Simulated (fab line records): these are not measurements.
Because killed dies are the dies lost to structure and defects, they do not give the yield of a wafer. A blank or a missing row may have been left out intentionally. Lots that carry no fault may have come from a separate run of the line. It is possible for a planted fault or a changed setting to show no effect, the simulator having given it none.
Matching of chambers || flow n5_finfet || N5_PASSIVATION_PECVD_00 on pecvd-04: 3 sister chambers
The step deposits SiO2 from SiH4/N2O, target thk 200 nm, time 11.2 s. 3 wafers are shown with their chamber, then 12 later ones without.

## WAFERS, EACH WITH ITS CHAMBER
{"wafer": "L087.5", "chamber": 0, "throttle_valve_pct (%)": 50.3}
{"wafer": "L088.3", "chamber": 2, "throttle_valve_pct (%)": 51.0}
{"wafer": "L088.4", "chamber": 1, "throttle_valve_pct (%)": 55.1}

## WAFERS WITHOUT THEIR CHAMBER
{"wafer": "L091.2", "throttle_valve_pct (%)": 55.1}
{"wafer": "L091.3", "throttle_valve_pct (%)": 50.4}
{"wafer": "L091.6", "throttle_valve_pct (%)": 50.6}
{"wafer": "L089.1", "throttle_valve_pct (%)": 55.0}
{"wafer": "L089.4", "throttle_valve_pct (%)": 50.3}
{"wafer": "L089.5", "throttle_valve_pct (%)": 54.7}
{"wafer": "L093.3", "throttle_valve_pct (%)": 54.9}
{"wafer": "L093.4", "throttle_valve_pct (%)": 50.8}
{"wafer": "L093.6", "throttle_valve_pct (%)": 50.1}
{"wafer": "L092.1", "throttle_valve_pct (%)": 50.4}
{"wafer": "L092.2", "throttle_valve_pct (%)": 54.9}
{"wafer": "L092.3", "throttle_valve_pct (%)": 50.7}

## CHAMBER TAKEN BY EACH
{"wafer": "L091.2", "from the rows above": 1, "in truth": 1}
{"wafer": "L091.3", "from the rows above": 0, "in truth": 0}
{"wafer": "L091.6", "from the rows above": "can't be placed: 0 or 2", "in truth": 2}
{"wafer": "L089.1", "from the rows above": 1, "in truth": 1}
{"wafer": "L089.4", "from the rows above": 0, "in truth": 0}
{"wafer": "L089.5", "from the rows above": 1, "in truth": 1}
{"wafer": "L093.3", "from the rows above": 1, "in truth": 1}
{"wafer": "L093.4", "from the rows above": "can't be placed: 2 or 0", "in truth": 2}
{"wafer": "L093.6", "from the rows above": 0, "in truth": 0}
{"wafer": "L092.1", "from the rows above": 0, "in truth": 0}
{"wafer": "L092.2", "from the rows above": 1, "in truth": 1}
{"wafer": "L092.3", "from the rows above": "can't be placed: 2 or 0", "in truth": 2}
Correctly placed: 9 of 12. Not placeable from these rows: 3 (in 3, the candidates include the true chamber). Placed wrongly: 0.
How it was worked out, from the rows above alone: a wafer's distance from a chamber is the root of the sum, over the readings, of the square of ((its reading less the chamber's mean) divided by the reading's scatter). The wafer belongs to the nearest chamber; if the next one is less than 2 further off, it can't be placed. A chamber's mean is the mean of its shown wafers. The scatter (one wafer shown for each chamber): square how far every hidden wafer sits from the nearest shown wafer, average those squares and take the square root.
